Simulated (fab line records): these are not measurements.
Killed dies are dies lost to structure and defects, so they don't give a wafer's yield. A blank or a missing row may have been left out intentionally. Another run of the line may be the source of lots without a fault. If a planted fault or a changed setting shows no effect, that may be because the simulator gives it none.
Which tool did it? -- flow n5-finfet -- 10 lots, 30 wafers sampled, at 6 steps of a route of 1938

WHAT EACH GAUGE READ, for each wafer
N5_SDB_THK_MEAS_31.
lot,measured,on,SDB_THK (nm)
L075,day 4 06:21,film-metro-01,65.0 65.3 64.5
L077,day 4 17:10,film-metro-01,64.0 65.7 64.6
L080,day 5 08:49,film-metro-02,65.2 63.9 65.1
L082,day 5 21:49,film-metro-01,64.5 64.8 64.8
L084,day 6 09:58,film-metro-02,65.5 65.4 62.8
L086,day 6 22:17,film-metro-02,63.0 65.5 64.1
L089,day 7 14:25,film-metro-01,64.9 63.4 64.6
L091,day 8 01:32,film-metro-02,63.7 62.8 63.4
L093,day 8 14:29,film-metro-01,64.5 63.5 63.9
L095,day 9 06:56,film-metro-01,63.9 64.1 63.9

EACH LOT AND THE TOOL THAT RAN IT (in order: tool; ch and the chambers of the sampled wafers; start)
lot,N5_SD_EPI_P_DESCUM_14,N5_SD_EPI_P_ETCH_16,N5_SDB_HM_OPEN_20,N5_SDB_STRIP_22,N5_SDB_ETCH_25
L075,"rie-diel-03 ch 1,3, day 3 12:25","rie-diel-03 ch 1,3, day 3 13:02","rie-diel-06 ch 0,1,3, day 4 02:44","plasma-asher-01 ch 0,1, day 4 02:52","rie-diel-02 ch 0,2,3, day 4 03:04"
L077,"rie-diel-01 ch 2,3, day 3 23:40","rie-diel-01 ch 2,3, day 4 00:17","rie-diel-06 ch 0,1, day 4 13:34","plasma-asher-02 ch 0, day 4 13:39","rie-diel-04 ch 1,3, day 4 13:52"
L080,"rie-diel-01 ch 0,2, day 4 15:55","rie-diel-01 ch 0,2, day 4 16:32","rie-diel-06 ch 1,3, day 5 05:14","plasma-asher-01 ch 0, day 5 05:19","rie-diel-06 ch 1,2, day 5 05:31"
L082,"rie-diel-03 ch 0,2,3, day 5 05:55","rie-diel-03 ch 0,2,3, day 5 06:31","rie-diel-06 ch 0,1, day 5 18:13","plasma-asher-02 ch 0, day 5 18:17","rie-diel-02 ch 0,1,3, day 5 18:31"
L084,"rie-diel-03 ch 0,2, day 5 18:56","rie-diel-03 ch 0,2, day 5 19:33","rie-diel-06 ch 1,2,3, day 6 06:22","plasma-asher-01 ch 0,1, day 6 06:29","rie-diel-02 ch 0,1,3, day 6 06:40"
L086,"rie-diel-03 ch 1,2,3, day 6 07:02","rie-diel-03 ch 1,2,3, day 6 07:38","rie-diel-02 ch 0,1,3, day 6 18:41","plasma-asher-02 ch 0,1, day 6 18:46","rie-diel-02 ch 0,1, day 6 18:59"
L089,"rie-diel-01 ch 1,3, day 6 22:42","rie-diel-01 ch 1,3, day 6 23:19","rie-diel-04 ch 0,2,3, day 7 10:27","plasma-asher-02 ch 0,1, day 7 10:46","rie-diel-04 ch 0,2, day 7 10:59"
L091,"rie-diel-01 ch 0,1,2, day 7 10:29","rie-diel-01 ch 0,1,2, day 7 11:07","rie-diel-06 ch 1,2,3, day 7 21:58","plasma-asher-02 ch 0,1, day 7 22:04","rie-diel-04 ch 0,2,3, day 7 22:16"
L093,"rie-diel-05 ch 0,1,2, day 7 23:20","rie-diel-05 ch 0,1,2, day 7 23:56","rie-diel-02 ch 1,2, day 8 10:53","plasma-asher-02 ch 0,1, day 8 10:58","rie-diel-06 ch 1,2,3, day 8 11:11"
L095,"rie-diel-01 ch 0,2, day 8 11:24","rie-diel-01 ch 0,2, day 8 12:01","rie-diel-04 ch 2,3, day 9 01:20","plasma-asher-02 ch 0,1, day 9 01:25","rie-diel-04 ch 1,2,3, day 9 03:38"
- N5_SD_EPI_P_DESCUM_14: chemistry O2, time 7.9 s.
- N5_SD_EPI_P_ETCH_16: etches SiO2 in CHF3/O2, target depth 5 nm.
- N5_SDB_HM_OPEN_20: chemistry CH3F/O2, target SiNx, stops on poly-Si, target depth 24 nm.
- N5_SDB_STRIP_22: strips in N2/H2.
- N5_SDB_ETCH_25: etches SiO2 in C4F6/O2, target depth 10 nm, time 3.3 s.

THE ANSWER, worked out from the rows above alone
Rule: usual is defined by the lots themselves. Put in order of their means at a reading, lots are off if they are a third of the lots or fewer, leave a main group of 4 or more, and stand apart from it by a gap of 3 or more times the standard deviation of the main group's means; of several such gaps the widest counts. The tables above print the reading to a certain number of digits; a main group whose means all agree to those digits is not used. A lot without any number at a reading at which 4 lots or more have one is off too. The other lots that the step has rows for count as sound.
No lot is off at any reading shown: from this, nothing can be told.

WHAT THE SIMULATOR HAD PUT IN
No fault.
